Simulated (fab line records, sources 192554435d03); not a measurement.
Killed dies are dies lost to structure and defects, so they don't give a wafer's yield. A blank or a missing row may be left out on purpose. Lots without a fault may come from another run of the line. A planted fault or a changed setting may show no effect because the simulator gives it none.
Chamber matching | flow n5_finfet | N5_FIN_SAQP_MANDREL_ETCH_22 on rie_si-05: 4 sister chambers
The step etches a-Si in HBr/Cl2, stops on SiNx, target depth 60 nm, bt time 10 s, time 30 s. 4 wafers are shown with their chamber, then 12 later ones without.

WAFERS WITH THEIR CHAMBER
wafer  | chamber | throttle_valve_pct (%)
L088.4 | 2       | 35.06
L089.1 | 3       | 34.99
L089.4 | 1       | 35.43
L089.5 | 0       | 35.05

WAFERS WITHOUT THEIR CHAMBER
wafer  | throttle_valve_pct (%)
L090.2 | 35.06
L090.3 | 35.43
L090.5 | 35.41
L091.2 | 35.44
L091.3 | 35.03
L091.6 | 35.42
L095.2 | 35.05
L095.3 | 35.07
L095.4 | 35.41
L096.2 | 34.97
L096.4 | 35.03
L096.6 | 34.99

WHICH CHAMBER EACH WENT THROUGH
wafer  | from the rows above          | in truth
L090.2 | can't be placed: 2 or 0      | 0
L090.3 | 1                            | 1
L090.5 | 1                            | 1
L091.2 | 1                            | 1
L091.3 | can't be placed: 0 or 2 or 3 | 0
L091.6 | 1                            | 1
L095.2 | can't be placed: 0 or 2      | 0
L095.3 | can't be placed: 2 or 0      | 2
L095.4 | 1                            | 1
L096.2 | 3                            | 3
L096.4 | can't be placed: 0 or 2 or 3 | 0
L096.6 | 3                            | 3
Placed correctly: 7 of 12. Can't be placed from these rows: 5 (the true chamber is among the candidates in 5). Placed wrongly: 0.
How it was worked out, from the rows above alone: a wafer's distance from a chamber is the root of the sum, over the readings, of the square of ((its reading less the chamber's mean) divided by the reading's scatter). The wafer belongs to the nearest chamber; if the next one is less than 2 further off, it can't be placed. A chamber's mean is the mean of its shown wafers. The scatter: with one shown wafer a chamber, the root of the mean of the squares of how far each hidden wafer lies from its nearest shown one.
